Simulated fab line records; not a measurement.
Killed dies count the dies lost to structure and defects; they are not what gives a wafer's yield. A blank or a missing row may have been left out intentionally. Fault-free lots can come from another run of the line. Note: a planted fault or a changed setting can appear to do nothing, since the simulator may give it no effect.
Split-lot trial / flow n5_finfet / 21 wafers read across 7 lots, on a route 1938 steps long

ABOUT THE SPLIT
At N5_BEOL_M7_COAT_59 (time 60 s, resist thk 100 nm), the setting spin_rpm was moved away from the recipe's 1500 rpm on 5 of the 21 wafers read, by -9.0% to -6.6%. All remaining wafers had this setting at the recipe value.

Reading taken at the split's own step.

THE READING
SOC_of_BEOL_M7_COAT_59.thk_nm (the simulator's own value, which no gauge read), in nm, at N5_BEOL_M7_COAT_59 (time 60 s, resist thk 100 nm). There is no usual value for it anywhere in the file. Average 100.0 nm, standard deviation 0.32 nm, over the 16 wafers here run with the recipe.

wafer=L074.2; tool, chamber at the split=litho_track-04, 0; spin_rpm as run, rpm=1500; against the recipe=recipe; SOC_of_BEOL_M7_COAT_59.thk_nm, nm=99.8; against lot-mates on the recipe=-
wafer=L074.3; tool, chamber at the split=litho_track-04, 0; spin_rpm as run, rpm=1500; against the recipe=recipe; SOC_of_BEOL_M7_COAT_59.thk_nm, nm=100.4; against lot-mates on the recipe=-
wafer=L074.5; tool, chamber at the split=litho_track-04, 0; spin_rpm as run, rpm=1399; against the recipe=-6.7%; SOC_of_BEOL_M7_COAT_59.thk_nm, nm=103.4; against lot-mates on the recipe=+3.3
wafer=L078.3; tool, chamber at the split=litho_track-04, 0; spin_rpm as run, rpm=1401; against the recipe=-6.6%; SOC_of_BEOL_M7_COAT_59.thk_nm, nm=104; against lot-mates on the recipe=+4.0
wafer=L078.5; tool, chamber at the split=litho_track-04, 0; spin_rpm as run, rpm=1401; against the recipe=-6.6%; SOC_of_BEOL_M7_COAT_59.thk_nm, nm=103.8; against lot-mates on the recipe=+3.8
wafer=L078.6; tool, chamber at the split=litho_track-04, 0; spin_rpm as run, rpm=1500; against the recipe=recipe; SOC_of_BEOL_M7_COAT_59.thk_nm, nm=100; against lot-mates on the recipe=-
wafer=L082.3; tool, chamber at the split=litho_track-03, 0; spin_rpm as run, rpm=1367; against the recipe=-8.9%; SOC_of_BEOL_M7_COAT_59.thk_nm, nm=104.6; against lot-mates on the recipe=+5.0
wafer=L082.5; tool, chamber at the split=litho_track-03, 0; spin_rpm as run, rpm=1500; against the recipe=recipe; SOC_of_BEOL_M7_COAT_59.thk_nm, nm=99.6; against lot-mates on the recipe=-
wafer=L082.6; tool, chamber at the split=litho_track-03, 0; spin_rpm as run, rpm=1500; against the recipe=recipe; SOC_of_BEOL_M7_COAT_59.thk_nm, nm=99.6; against lot-mates on the recipe=-
wafer=L085.1; tool, chamber at the split=litho_track-04, 0; spin_rpm as run, rpm=1500; against the recipe=recipe; SOC_of_BEOL_M7_COAT_59.thk_nm, nm=100.2; against lot-mates on the recipe=-
wafer=L085.6; tool, chamber at the split=litho_track-04, 0; spin_rpm as run, rpm=1500; against the recipe=recipe; SOC_of_BEOL_M7_COAT_59.thk_nm, nm=100.2; against lot-mates on the recipe=-
wafer=L085.2; tool, chamber at the split=litho_track-04, 0; spin_rpm as run, rpm=1500; against the recipe=recipe; SOC_of_BEOL_M7_COAT_59.thk_nm, nm=100.6; against lot-mates on the recipe=-
wafer=L090.2; tool, chamber at the split=litho_track-04, 0; spin_rpm as run, rpm=1365; against the recipe=-9.0%; SOC_of_BEOL_M7_COAT_59.thk_nm, nm=105.2; against lot-mates on the recipe=+5.2
wafer=L090.4; tool, chamber at the split=litho_track-04, 0; spin_rpm as run, rpm=1500; against the recipe=recipe; SOC_of_BEOL_M7_COAT_59.thk_nm, nm=100; against lot-mates on the recipe=-
wafer=L090.5; tool, chamber at the split=litho_track-04, 0; spin_rpm as run, rpm=1500; against the recipe=recipe; SOC_of_BEOL_M7_COAT_59.thk_nm, nm=100; against lot-mates on the recipe=-
wafer=L091.2; tool, chamber at the split=litho_track-04, 0; spin_rpm as run, rpm=1500; against the recipe=recipe; SOC_of_BEOL_M7_COAT_59.thk_nm, nm=99.6; against lot-mates on the recipe=-
wafer=L091.5; tool, chamber at the split=litho_track-04, 0; spin_rpm as run, rpm=1500; against the recipe=recipe; SOC_of_BEOL_M7_COAT_59.thk_nm, nm=99.6; against lot-mates on the recipe=-
wafer=L091.3; tool, chamber at the split=litho_track-04, 0; spin_rpm as run, rpm=1500; against the recipe=recipe; SOC_of_BEOL_M7_COAT_59.thk_nm, nm=99.8; against lot-mates on the recipe=-
wafer=L094.3; tool, chamber at the split=litho_track-03, 0; spin_rpm as run, rpm=1500; against the recipe=recipe; SOC_of_BEOL_M7_COAT_59.thk_nm, nm=100.4; against lot-mates on the recipe=-
wafer=L094.5; tool, chamber at the split=litho_track-03, 0; spin_rpm as run, rpm=1500; against the recipe=recipe; SOC_of_BEOL_M7_COAT_59.thk_nm, nm=100.4; against lot-mates on the recipe=-
wafer=L094.4; tool, chamber at the split=litho_track-03, 0; spin_rpm as run, rpm=1500; against the recipe=recipe; SOC_of_BEOL_M7_COAT_59.thk_nm, nm=99.8; against lot-mates on the recipe=-

FIT RESULTS
A straight line over all 21 wafers: SOC_of_BEOL_M7_COAT_59.thk_nm changes by -0.554 nm for each +1% of spin_rpm; r = -0.99; the points scatter about the line by 0.33 nm.
The same after taking each lot's own level away (the mean of its wafers on the recipe; 21 wafers): -0.565 nm for each +1%; r = -0.99; scatter 0.22 nm.
Per that fit: largest spin_rpm move, reading shift of 5.1 nm.
The span of the lots' own levels, 99.60 to 100.33 nm, comes to 2.3 times the standard deviation stated above.
The two slopes agree, so the slope changes little with the lot-to-lot level.
Check: for one of the wafers moved furthest among these (-9.0%), held out of the fit, the line's prediction against its lot-mates is +5.03 nm. It came out at +5.2 nm against them.

ADDITIONAL SPLITS CARRIED BY THESE WAFERS
These wafers also went through other splits before the reading. Each is held against what the fit with the lots' levels taken away leaves over:
other split on the same wafers=N5_BEOL_M4_ILD_DEP_00 time_s; wafers away from the commonest value=7; r with SOC_of_BEOL_M7_COAT_59.thk_nm (lot level and that fit taken away)=+0.16
other split on the same wafers=N5_BEOL_M4_COAT_62 spin_rpm; wafers away from the commonest value=7; r with SOC_of_BEOL_M7_COAT_59.thk_nm (lot level and that fit taken away)=-0.04
other split on the same wafers=N5_BEOL_M5_ETCH_72 bias_w; wafers away from the commonest value=5; r with SOC_of_BEOL_M7_COAT_59.thk_nm (lot level and that fit taken away)=-0.06
other split on the same wafers=N5_BEOL_M5_COAT_74 spin_rpm; wafers away from the commonest value=6; r with SOC_of_BEOL_M7_COAT_59.thk_nm (lot level and that fit taken away)=+0.58
other split on the same wafers=N5_BEOL_M6_COAT_22 spin_rpm; wafers away from the commonest value=6; r with SOC_of_BEOL_M7_COAT_59.thk_nm (lot level and that fit taken away)=-0.23
other split on the same wafers=N5_BEOL_M6_EXPOSE_25 dose_mj; wafers away from the commonest value=6; r with SOC_of_BEOL_M7_COAT_59.thk_nm (lot level and that fit taken away)=+0.49

THE FILE'S OWN FIT
SOC_of_BEOL_M7_COAT_59.thk_nm changes by -0.56 nm for each +1% of spin_rpm, r = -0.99.
